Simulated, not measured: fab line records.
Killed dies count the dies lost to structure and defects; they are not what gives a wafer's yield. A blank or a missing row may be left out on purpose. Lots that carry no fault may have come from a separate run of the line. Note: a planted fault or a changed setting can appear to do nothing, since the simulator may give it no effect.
Which tool is to blame? + flow nand-harc + 14 lots with 42 wafers sampled at 5 steps, on a route of 1302 steps

## WHAT EACH GAUGE READ, for each wafer
NHARC_A_SGD_CUT_OVL_MEAS_10. Usual: overlay-x-nm -0.1 nm, standard deviation 0.95; overlay-y-nm -0.4 nm, standard deviation 0.78.
| lot  | measured     | on         | overlay-x-nm (nm) | overlay-y-nm (nm) | flag |
|------|--------------|------------|-------------------|-------------------|------|
| L610 | day 18 18:12 | overlay-01 | -2.5 -1.7 -1.8    | -0.9 -0.7 -0.7    |      |
| L611 | day 19 20:30 | overlay-01 | 0.3 -0.6 0.0      | -0.5 -0.5 -0.8    |      |
| L614 | day 20 13:00 | overlay-01 | -0.6 -0.7 -1.2    | -1.5 -1.6 -1.0    |      |
| L615 | day 20 15:26 | overlay-01 | -0.2 -0.1 0.1     | -2.5 -2.1 -2.9    |      |
| L627 | day 25 14:29 | overlay-02 | -1.2 -1.2 -0.5    | 0.4 0.1 -0.4      |      |
| L626 | day 25 14:41 | overlay-01 | -0.3 0.7 -0.1     | 0.3 0.2 0.6       |      |
| L628 | day 26 16:25 | overlay-02 | 0.9 0.6 1.2       | 0.0 0.1 0.7       |      |
| L630 | day 27 11:30 | overlay-02 | -0.7 -1.2 -1.5    | -0.2 -0.3 -0.3    |      |
| L631 | day 27 12:55 | overlay-02 | 0.0 0.0 0.3       | -0.5 -0.7 -0.4    |      |
| L632 | day 28 19:56 | overlay-02 | 1.1 0.3 1.5       | -0.5 -1.0 0.0     |      |
| L633 | day 29 14:36 | overlay-02 | 0.3 -0.2 0.4      | 1.1 1.1 0.7       |      |

NHARC_END_SORT_01. Usual: killed-at-array 63, standard deviation 18; killed-at-other 1.1, standard deviation 1.3; killed-at-periphery 4.3, standard deviation 2.8; killed-dies 68, standard deviation 18; killed-open 3.3, standard deviation 2; killed-short 2.4, standard deviation 1.6.
| lot  | measured     | on        | killed-at-array | killed-at-other | killed-at-periphery | killed-dies | killed-open | killed-short | flag |
|------|--------------|-----------|-----------------|-----------------|---------------------|-------------|-------------|--------------|------|
| L618 | day 31 17:33 | prober-01 | 674 669 675     | 1 5 0           | 2 3 2               | 677 677 677 | 2 2 3       | 3 3 2        | OFF  |
| L622 | day 31 16:52 | prober-02 | 668 674 673     | 1 0 0           | 8 3 4               | 677 677 677 | 6 3 6       | 2 3 0        | OFF  |
| L619 | day 31 08:58 | prober-01 | 670 670 669     | 1 0 1           | 6 7 7               | 677 677 677 | 2 5 2       | 5 2 4        | OFF  |

## TOOL THAT RAN EACH LOT (tool first, then ch and the chambers of the sampled wafers, then the start)
| lot  | NHARC_A_STAIRCASE_STRIP_446          | NHARC_A_STAIRCASE_CMP_450     | NHARC_A_STAIRCASE_CMP_472     |
|------|--------------------------------------|-------------------------------|-------------------------------|
| L610 | plasma-asher-01 ch 0,1, day 18 14:44 | cmp-04 ch 0,2,3, day 18 15:32 | cmp-01 ch 0,2,3, day 18 16:59 |
| L611 | plasma-asher-02 ch 0,1, day 19 16:58 | cmp-04 ch 2,3, day 19 17:43   | cmp-03 ch 0,1,2, day 19 19:20 |
| L614 | plasma-asher-02 ch 0,1, day 20 08:01 | cmp-03 ch 2,3, day 20 08:41   | cmp-03 ch 2,3, day 20 11:56   |
| L615 | plasma-asher-02 ch 0,1, day 20 12:07 | cmp-03 ch 1,2, day 20 12:53   | cmp-03 ch 1,2,3, day 20 14:24 |
| L618 | plasma-asher-02 ch 0,1, day 22 19:40 | cmp-01 ch 0,1, day 22 20:25   | cmp-04 ch 0,3, day 22 21:58   |
| L622 | plasma-asher-01 ch 0,1, day 23 09:54 | cmp-01 ch 0,1,3, day 23 10:42 | cmp-04 ch 0,1, day 23 12:19   |
| L619 | plasma-asher-02 ch 0,1, day 23 09:58 | cmp-04 ch 0,2,3, day 23 10:46 | cmp-03 ch 1,2,3, day 23 12:22 |
| L627 | plasma-asher-02 ch 0,1, day 25 11:01 | cmp-03 ch 1,2, day 25 11:49   | cmp-01 ch 1,2,3, day 25 13:19 |
| L626 | plasma-asher-01 ch 0,1, day 25 11:11 | cmp-04 ch 2,3, day 25 11:53   | cmp-04 ch 0,3, day 25 13:28   |
| L628 | plasma-asher-02 ch 0,1, day 26 13:00 | cmp-03 ch 0,1,3, day 26 13:47 | cmp-04 ch 1,2, day 26 15:13   |
| L630 | plasma-asher-01 ch 0,1, day 27 07:53 | cmp-03 ch 1,2,3, day 27 08:42 | cmp-04 ch 0,2,3, day 27 10:17 |
| L631 | plasma-asher-02 ch 0,1, day 27 09:27 | cmp-03 ch 1,2, day 27 10:16   | cmp-03 ch 0,1,3, day 27 11:42 |
| L632 | plasma-asher-01 ch 0,1, day 28 16:22 | cmp-04 ch 0,1, day 28 17:05   | cmp-01 ch 2,3, day 28 18:40   |
| L633 | plasma-asher-02 ch 0,1, day 29 11:07 | cmp-03 ch 0,1,3, day 29 11:55 | cmp-03 ch 0,1,2, day 29 13:23 |
- NHARC_A_STAIRCASE_STRIP_446: strips in O2.
- NHARC_A_STAIRCASE_CMP_450: polishes SiO2, target thk 200 nm.
- NHARC_A_STAIRCASE_CMP_472: polishes SiO2.

## AS READ BY THE TOOLS THEMSELVES (means over the sampled wafers that have a number; for cases with no such wafer, the mark the record gives instead)
NHARC_A_STAIRCASE_STRIP_446. Usual: drypump-motor-current-A 5.6 A, standard deviation 0.62; heater-power-w 313 W, standard deviation 32.
| lot  | tool            | drypump-motor-current-A (A) | heater-power-w (W) | flag |
|------|-----------------|-----------------------------|--------------------|------|
| L610 | plasma-asher-01 | 5.5                         | 339                |      |
| L611 | plasma-asher-02 | 5.3                         | 307                |      |
| L614 | plasma-asher-02 | 5.8                         | 291                |      |
| L615 | plasma-asher-02 | 5.3                         | 303                |      |
| L618 | plasma-asher-02 | 5.8                         | 289                |      |
| L622 | plasma-asher-01 | 5.5                         | 337                |      |
| L619 | plasma-asher-02 | 5.8                         | 285                |      |
| L627 | plasma-asher-02 | 5.3                         | 309                |      |
| L626 | plasma-asher-01 | 5.5                         | 330                |      |
| L628 | plasma-asher-02 | 5.3                         | 302                |      |
| L630 | plasma-asher-01 | 5.5                         | 335                |      |
| L631 | plasma-asher-02 | 5.3                         | 305                |      |
| L632 | plasma-asher-01 | 5.5                         | 334                |      |
| L633 | plasma-asher-02 | 5.3                         | 306                |      |

NHARC_A_STAIRCASE_CMP_450. Usual: edge-zone-pressure-frac 1.000, standard deviation 0.0049; motor-current-A 12.6 A, standard deviation 1.1; pad-life-wafers 164, standard deviation 100.
| lot  | tool   | edge-zone-pressure-frac | motor-current-A (A) | pad-life-wafers | flag |
|------|--------|-------------------------|---------------------|-----------------|------|
| L610 | cmp-04 | 0.997                   | 12.3                | 61              |      |
| L611 | cmp-04 | 1.001                   | 13.0                | 170             |      |
| L614 | cmp-03 | 1.000                   | 11.9                | 12              |      |
| L615 | cmp-03 | 1.003                   | 13.4                | 30              |      |
| L618 | cmp-01 | 0.996                   | 12.5                | 138             |      |
| L622 | cmp-01 | 0.999                   | 12.8                | 200             |      |
| L619 | cmp-04 | 0.997                   | 12.4                | 133             |      |
| L627 | cmp-03 | 0.996                   | 13.3                | 120             |      |
| L626 | cmp-04 | 0.998                   | 12.5                | 342             |      |
| L628 | cmp-03 | 0.996                   | 12.9                | 206             |      |
| L630 | cmp-03 | 1.003                   | 12.5                | 266             |      |
| L631 | cmp-03 | 1.000                   | 13.8                | 278             |      |
| L632 | cmp-04 | 1.002                   | 11.7                | 222             |      |
| L633 | cmp-03 | 1.007                   | 13.6                | 98              |      |

NHARC_A_STAIRCASE_CMP_472. Usual: edge-zone-pressure-frac 1.001, standard deviation 0.0052; motor-current-A 12.5 A, standard deviation 1.2; pad-life-wafers 170, standard deviation 110.
| lot  | tool   | edge-zone-pressure-frac | motor-current-A (A) | pad-life-wafers | flag |
|------|--------|-------------------------|---------------------|-----------------|------|
| L610 | cmp-01 | 1.002                   | 12.6                | 175             |      |
| L611 | cmp-03 | 0.997                   | 12.9                | 296             |      |
| L614 | cmp-03 | 1.006                   | 11.9                | 25              |      |
| L615 | cmp-03 | 1.005                   | 12.4                | 45              |      |
| L618 | cmp-04 | -                       | -                   | -               | OFF  |
| L622 | cmp-04 | -                       | -                   | -               | OFF  |
| L619 | cmp-03 | -                       | -                   | -               | OFF  |
| L627 | cmp-01 | 1.003                   | 12.6                | 26              |      |
| L626 | cmp-04 | 1.004                   | 11.5                | 360             |      |
| L628 | cmp-04 | 1.004                   | 12.4                | 31              |      |
| L630 | cmp-04 | 0.997                   | 12.2                | 97              |      |
| L631 | cmp-03 | 1.004                   | 12.6                | 290             |      |
| L632 | cmp-01 | 1.001                   | 13.6                | 301             |      |
| L633 | cmp-03 | 1.000                   | 12.8                | 115             |      |

## THE ANSWER, worked out from the rows above alone
Rule: take the mean of a lot's wafers that have a number; if it is more than 3 standard deviations from the usual mean, the lot is off. Also off: a lot with no number at a reading for which 4 or more lots have one. All remaining lots with rows at the step are treated as sound. First the gauges in route order, then the tools' own readings, where a lot's mean is used as printed above. At the first step where some lot is off, the reading lying furthest off is the one used; lots without a number count as furthest.
Off, at NHARC_END_SORT_01 on killed-at-array: L618, L622, L619. Neither off nor sound, because the step has no rows for them: L610, L611, L614, L615, L627, L626, L628, L630, L631, L632, L633.
If a tool, at a process step before that reading, ran all the lots that are off and no sound lot after the first of them, it fits. Not tried: the gauges at NHARC_END_SORT_01; whatever is off there is also off at NHARC_A_STAIRCASE_CMP_472, on other tools, and gauge error can't account for it. None of those tried fits.

## WHAT WAS PUT IN BY THE SIMULATOR
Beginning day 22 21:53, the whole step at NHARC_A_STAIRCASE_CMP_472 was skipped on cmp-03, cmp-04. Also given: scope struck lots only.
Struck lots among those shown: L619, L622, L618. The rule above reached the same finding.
